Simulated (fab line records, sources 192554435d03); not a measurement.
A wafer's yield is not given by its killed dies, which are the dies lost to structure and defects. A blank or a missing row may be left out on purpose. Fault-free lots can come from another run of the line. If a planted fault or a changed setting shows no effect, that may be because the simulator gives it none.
The tool behind it: which one? || flow n5Finfet || 11 lots with 31 wafers sampled at 5 steps, on a route of 1938 steps

WHAT EACH GAUGE READ, for each wafer
N5_SD_EPI_P_EPI_MEAS_23.
{"lot": "L810", "measured": "day 3 13:13", "on": "filmMetro-01", "thkNm (nm)": "61.1 60.6"}
{"lot": "L812", "measured": "day 4 02:10", "on": "filmMetro-01", "thkNm (nm)": "60.1 62.9 61.0"}
{"lot": "L815", "measured": "day 4 14:58", "on": "filmMetro-02", "thkNm (nm)": "62.0 60.8 59.7"}
{"lot": "L816", "measured": "day 5 00:27", "on": "filmMetro-02", "thkNm (nm)": "61.6 61.3 64.3"}
{"lot": "L817", "measured": "day 5 06:41", "on": "filmMetro-01", "thkNm (nm)": "61.4 63.3 59.5"}
{"lot": "L819", "measured": "day 5 16:26", "on": "filmMetro-02", "thkNm (nm)": "60.3 60.9 63.7"}
{"lot": "L820", "measured": "day 5 22:07", "on": "filmMetro-02", "thkNm (nm)": "61.2 58.8 60.4"}
{"lot": "L821", "measured": "day 6 03:04", "on": "filmMetro-02", "thkNm (nm)": "60.3 59.8"}
{"lot": "L822", "measured": "day 6 13:26", "on": "filmMetro-02", "thkNm (nm)": "60.9 59.3 60.8"}
{"lot": "L832", "measured": "day 9 00:34", "on": "filmMetro-01", "thkNm (nm)": "60.2 61.0 61.1"}
{"lot": "L833", "measured": "day 9 07:04", "on": "filmMetro-01", "thkNm (nm)": "61.9 61.2 62.3"}

N5_SD_EPI_P_INSPECT_26: inspects for defects (darkfield).
{"lot": "L810", "measured": "day 3 13:24", "on": "defectInspect-02", "rawDefectCount": "194 150"}
{"lot": "L812", "measured": "day 4 02:20", "on": "defectInspect-01", "rawDefectCount": "186 291 271"}
{"lot": "L815", "measured": "day 4 15:09", "on": "defectInspect-02", "rawDefectCount": "293 204 247"}
{"lot": "L816", "measured": "day 5 00:38", "on": "defectInspect-01", "rawDefectCount": "192 151 161"}
{"lot": "L817", "measured": "day 5 06:52", "on": "defectInspect-02", "rawDefectCount": "164 128 179"}
{"lot": "L819", "measured": "day 5 16:37", "on": "defectInspect-02", "rawDefectCount": "206 275 159"}
{"lot": "L820", "measured": "day 5 22:17", "on": "defectInspect-02", "rawDefectCount": "128 105 135"}
{"lot": "L821", "measured": "day 6 03:14", "on": "defectInspect-02", "rawDefectCount": "196 206"}
{"lot": "L822", "measured": "day 6 13:37", "on": "defectInspect-01", "rawDefectCount": "1398 224 195"}
{"lot": "L832", "measured": "day 9 00:44", "on": "defectInspect-02", "rawDefectCount": "172 111 112"}
{"lot": "L833", "measured": "day 9 07:14", "on": "defectInspect-02", "rawDefectCount": "166 140 188"}

N5_ILD0_THK_MEAS_08.
{"lot": "L810", "measured": "day 3 17:22", "on": "filmMetro-01", "thkNm (nm)": "137.4 138.1"}
{"lot": "L812", "measured": "day 4 06:13", "on": "filmMetro-02", "thkNm (nm)": "139.3 137.7 138.5"}
{"lot": "L815", "measured": "day 4 19:02", "on": "filmMetro-02", "thkNm (nm)": "141.9 139.6 139.9"}
{"lot": "L816", "measured": "day 5 04:47", "on": "filmMetro-02", "thkNm (nm)": "139.1 138.1 138.0"}
{"lot": "L817", "measured": "day 5 10:43", "on": "filmMetro-01", "thkNm (nm)": "136.9 137.5 138.2"}
{"lot": "L819", "measured": "day 5 20:34", "on": "filmMetro-01", "thkNm (nm)": "139.1 138.7 138.1"}
{"lot": "L820", "measured": "day 6 02:26", "on": "filmMetro-01", "thkNm (nm)": "137.9 137.3 136.7"}
{"lot": "L821", "measured": "day 6 07:14", "on": "filmMetro-01", "thkNm (nm)": "139.2 140.6"}
{"lot": "L822", "measured": "day 6 17:46", "on": "filmMetro-01", "thkNm (nm)": "138.0 137.3 136.6"}
{"lot": "L832", "measured": "day 9 04:58", "on": "filmMetro-02", "thkNm (nm)": "138.4 137.6 140.4"}
{"lot": "L833", "measured": "day 9 11:23", "on": "filmMetro-01", "thkNm (nm)": "139.0 137.3 139.0"}

TOOL THAT RAN EACH LOT (tool first, then ch and the chambers of the sampled wafers, then the start)
{"lot": "L810", "N5_SD_EPI_P_ETCHBACK_46": "rieDiel-04 ch 0,1, day 3 08:08", "N5_SD_EPI_P_ETCH_47": "rieDiel-04 ch 0,1, day 3 08:14"}
{"lot": "L812", "N5_SD_EPI_P_ETCHBACK_46": "rieDiel-04 ch 1,2, day 3 23:01", "N5_SD_EPI_P_ETCH_47": "rieDiel-04 ch 1,2, day 3 23:07"}
{"lot": "L815", "N5_SD_EPI_P_ETCHBACK_46": "rieDiel-02 ch 0,2,3, day 4 11:50", "N5_SD_EPI_P_ETCH_47": "rieDiel-02 ch 0,2,3, day 4 11:56"}
{"lot": "L816", "N5_SD_EPI_P_ETCHBACK_46": "rieDiel-02 ch 0,2,3, day 4 20:29", "N5_SD_EPI_P_ETCH_47": "rieDiel-02 ch 0,2,3, day 4 20:35"}
{"lot": "L817", "N5_SD_EPI_P_ETCHBACK_46": "rieDiel-06 ch 2,3, day 5 02:43", "N5_SD_EPI_P_ETCH_47": "rieDiel-06 ch 2,3, day 5 02:49"}
{"lot": "L819", "N5_SD_EPI_P_ETCHBACK_46": "rieDiel-02 ch 0,2,3, day 5 13:19", "N5_SD_EPI_P_ETCH_47": "rieDiel-02 ch 0,2,3, day 5 13:25"}
{"lot": "L820", "N5_SD_EPI_P_ETCHBACK_46": "rieDiel-02 ch 1,2, day 5 18:59", "N5_SD_EPI_P_ETCH_47": "rieDiel-02 ch 1,2, day 5 19:05"}
{"lot": "L821", "N5_SD_EPI_P_ETCHBACK_46": "rieDiel-04 ch 3, day 5 23:56", "N5_SD_EPI_P_ETCH_47": "rieDiel-04 ch 3, day 6 00:02"}
{"lot": "L822", "N5_SD_EPI_P_ETCHBACK_46": "rieDiel-02 ch 2,3, day 6 10:19", "N5_SD_EPI_P_ETCH_47": "rieDiel-02 ch 2,3, day 6 10:25"}
{"lot": "L832", "N5_SD_EPI_P_ETCHBACK_46": "rieDiel-04 ch 1,2,3, day 8 21:26", "N5_SD_EPI_P_ETCH_47": "rieDiel-04 ch 1,2,3, day 8 21:32"}
{"lot": "L833", "N5_SD_EPI_P_ETCHBACK_46": "rieDiel-06 ch 2,3, day 9 03:56", "N5_SD_EPI_P_ETCH_47": "rieDiel-06 ch 2,3, day 9 04:02"}
- N5_SD_EPI_P_ETCHBACK_46: etches SiNx in CH3F/O2, stops on SiO2, target depth 17.5 nm.
- N5_SD_EPI_P_ETCH_47: etches SiOCN in CH3F/O2, target depth 25 nm.

WHAT THE TOOLS THEMSELVES READ (means of the sampled wafers that have a number; where no wafer has one, the mark that the record gives instead)
N5_SD_EPI_P_ETCHBACK_46.
{"lot": "L810", "tool": "rieDiel-04", "drypumpMotorCurrentA (A)": 5.6, "oes_f_703_au (a.u.)": 0.83, "oesProductAu (a.u.)": 0.70, "rfVppV (V)": 296, "showerheadPlenumPTorr (Torr)": 2.06, "throttleValvePct (%)": 16.23}
{"lot": "L812", "tool": "rieDiel-04", "drypumpMotorCurrentA (A)": 5.7, "oes_f_703_au (a.u.)": 0.83, "oesProductAu (a.u.)": 0.70, "rfVppV (V)": 301, "showerheadPlenumPTorr (Torr)": 2.05, "throttleValvePct (%)": 16.28}
{"lot": "L815", "tool": "rieDiel-02", "drypumpMotorCurrentA (A)": 5.5, "oes_f_703_au (a.u.)": 0.73, "oesProductAu (a.u.)": 0.63, "rfVppV (V)": 299, "showerheadPlenumPTorr (Torr)": 2.05, "throttleValvePct (%)": 16.46}
{"lot": "L816", "tool": "rieDiel-02", "drypumpMotorCurrentA (A)": 5.6, "oes_f_703_au (a.u.)": 0.72, "oesProductAu (a.u.)": 0.63, "rfVppV (V)": 298, "showerheadPlenumPTorr (Torr)": 2.05, "throttleValvePct (%)": 16.47}
{"lot": "L817", "tool": "rieDiel-06", "drypumpMotorCurrentA (A)": 6.1, "oes_f_703_au (a.u.)": 0.72, "oesProductAu (a.u.)": 0.61, "rfVppV (V)": 297, "showerheadPlenumPTorr (Torr)": 1.98, "throttleValvePct (%)": 16.53}
{"lot": "L819", "tool": "rieDiel-02", "drypumpMotorCurrentA (A)": 5.5, "oes_f_703_au (a.u.)": 0.71, "oesProductAu (a.u.)": 0.63, "rfVppV (V)": 298, "showerheadPlenumPTorr (Torr)": 2.05, "throttleValvePct (%)": 16.48}
{"lot": "L820", "tool": "rieDiel-02", "drypumpMotorCurrentA (A)": 5.9, "oes_f_703_au (a.u.)": 0.76, "oesProductAu (a.u.)": 0.66, "rfVppV (V)": 297, "showerheadPlenumPTorr (Torr)": 2.02, "throttleValvePct (%)": 16.35}
{"lot": "L821", "tool": "rieDiel-04", "drypumpMotorCurrentA (A)": 5.3, "oes_f_703_au (a.u.)": 0.84, "oesProductAu (a.u.)": 0.73, "rfVppV (V)": 292, "showerheadPlenumPTorr (Torr)": 2.05, "throttleValvePct (%)": 16.27}
{"lot": "L822", "tool": "rieDiel-02", "drypumpMotorCurrentA (A)": 5.4, "oes_f_703_au (a.u.)": 0.74, "oesProductAu (a.u.)": 0.64, "rfVppV (V)": 299, "showerheadPlenumPTorr (Torr)": 2.09, "throttleValvePct (%)": 16.39}
{"lot": "L832", "tool": "rieDiel-04", "drypumpMotorCurrentA (A)": 5.4, "oes_f_703_au (a.u.)": 0.81, "oesProductAu (a.u.)": 0.69, "rfVppV (V)": 299, "showerheadPlenumPTorr (Torr)": 2.03, "throttleValvePct (%)": 16.35}
{"lot": "L833", "tool": "rieDiel-06", "drypumpMotorCurrentA (A)": 6.0, "oes_f_703_au (a.u.)": 0.82, "oesProductAu (a.u.)": 0.70, "rfVppV (V)": 299, "showerheadPlenumPTorr (Torr)": 1.98, "throttleValvePct (%)": 16.42}

N5_SD_EPI_P_ETCH_47.
{"lot": "L810", "tool": "rieDiel-04", "drypumpMotorCurrentA (A)": 5.6, "oes_f_703_au (a.u.)": 0.83, "oesProductAu (a.u.)": 0.82, "rfVppV (V)": 127.3, "showerheadPlenumPTorr (Torr)": 2.06, "throttleValvePct (%)": 16.20}
{"lot": "L812", "tool": "rieDiel-04", "drypumpMotorCurrentA (A)": 5.7, "oes_f_703_au (a.u.)": 0.82, "oesProductAu (a.u.)": 0.83, "rfVppV (V)": 129.0, "showerheadPlenumPTorr (Torr)": 2.05, "throttleValvePct (%)": 16.26}
{"lot": "L815", "tool": "rieDiel-02", "drypumpMotorCurrentA (A)": 5.6, "oes_f_703_au (a.u.)": 0.72, "oesProductAu (a.u.)": 0.73, "rfVppV (V)": 127.6, "showerheadPlenumPTorr (Torr)": 2.05, "throttleValvePct (%)": 16.43}
{"lot": "L816", "tool": "rieDiel-02", "drypumpMotorCurrentA (A)": 5.6, "oes_f_703_au (a.u.)": 0.72, "oesProductAu (a.u.)": 0.73, "rfVppV (V)": 127.9, "showerheadPlenumPTorr (Torr)": 2.05, "throttleValvePct (%)": 16.44}
{"lot": "L817", "tool": "rieDiel-06", "drypumpMotorCurrentA (A)": 6.1, "oes_f_703_au (a.u.)": 0.72, "oesProductAu (a.u.)": 0.72, "rfVppV (V)": 127.8, "showerheadPlenumPTorr (Torr)": 1.98, "throttleValvePct (%)": 16.50}
{"lot": "L819", "tool": "rieDiel-02", "drypumpMotorCurrentA (A)": 5.6, "oes_f_703_au (a.u.)": 0.72, "oesProductAu (a.u.)": 0.73, "rfVppV (V)": 127.7, "showerheadPlenumPTorr (Torr)": 2.05, "throttleValvePct (%)": 16.45}
{"lot": "L820", "tool": "rieDiel-02", "drypumpMotorCurrentA (A)": 5.9, "oes_f_703_au (a.u.)": 0.76, "oesProductAu (a.u.)": 0.77, "rfVppV (V)": 126.8, "showerheadPlenumPTorr (Torr)": 2.02, "throttleValvePct (%)": 16.32}
{"lot": "L821", "tool": "rieDiel-04", "drypumpMotorCurrentA (A)": 5.3, "oes_f_703_au (a.u.)": 0.85, "oesProductAu (a.u.)": 0.85, "rfVppV (V)": 125.8, "showerheadPlenumPTorr (Torr)": 2.05, "throttleValvePct (%)": 16.26}
{"lot": "L822", "tool": "rieDiel-02", "drypumpMotorCurrentA (A)": 5.4, "oes_f_703_au (a.u.)": 0.74, "oesProductAu (a.u.)": 0.74, "rfVppV (V)": 128.4, "showerheadPlenumPTorr (Torr)": 2.09, "throttleValvePct (%)": 16.37}
{"lot": "L832", "tool": "rieDiel-04", "drypumpMotorCurrentA (A)": 5.5, "oes_f_703_au (a.u.)": 0.80, "oesProductAu (a.u.)": 0.82, "rfVppV (V)": 128.2, "showerheadPlenumPTorr (Torr)": 2.03, "throttleValvePct (%)": 16.34}
{"lot": "L833", "tool": "rieDiel-06", "drypumpMotorCurrentA (A)": 6.0, "oes_f_703_au (a.u.)": 0.81, "oesProductAu (a.u.)": 0.82, "rfVppV (V)": 128.0, "showerheadPlenumPTorr (Torr)": 1.98, "throttleValvePct (%)": 16.40}

THE ANSWER, worked out from the rows above alone
Rule: usual is defined by the lots themselves. Put in order of their means at a reading, lots are off if they are a third of the lots or fewer, leave a main group of 4 or more, and stand apart from it by a gap of 3 or more times the standard deviation of the main group's means; of several such gaps the widest counts. The tables above print the reading to a certain number of digits; a main group whose means all agree to those digits is not used. Also off: a lot with no number at a reading for which 4 or more lots have one. The other lots that the step has rows for count as sound. The gauges are gone through in route order, then the tools' own readings, and for those a lot's mean is taken as printed above. At the first step where some lot is off, the reading lying furthest off is the one used; lots without a number count as furthest.
Off, at N5_SD_EPI_P_INSPECT_26 on rawDefectCount: L822. For the main group the mean is 183 and the standard deviation 42.
If a tool, at a process step before that reading, ran all the lots that are off and no sound lot after the first of them, it fits. Gauges at N5_SD_EPI_P_INSPECT_26: tried the same way as those tools. 2 tools fit, rieDiel-02 at N5_SD_EPI_P_ETCHBACK_46 and N5_SD_EPI_P_ETCH_47 and defectInspect-01 at N5_SD_EPI_P_INSPECT_26, so this cannot tell which one it is.

WHAT THE SIMULATOR PUT IN
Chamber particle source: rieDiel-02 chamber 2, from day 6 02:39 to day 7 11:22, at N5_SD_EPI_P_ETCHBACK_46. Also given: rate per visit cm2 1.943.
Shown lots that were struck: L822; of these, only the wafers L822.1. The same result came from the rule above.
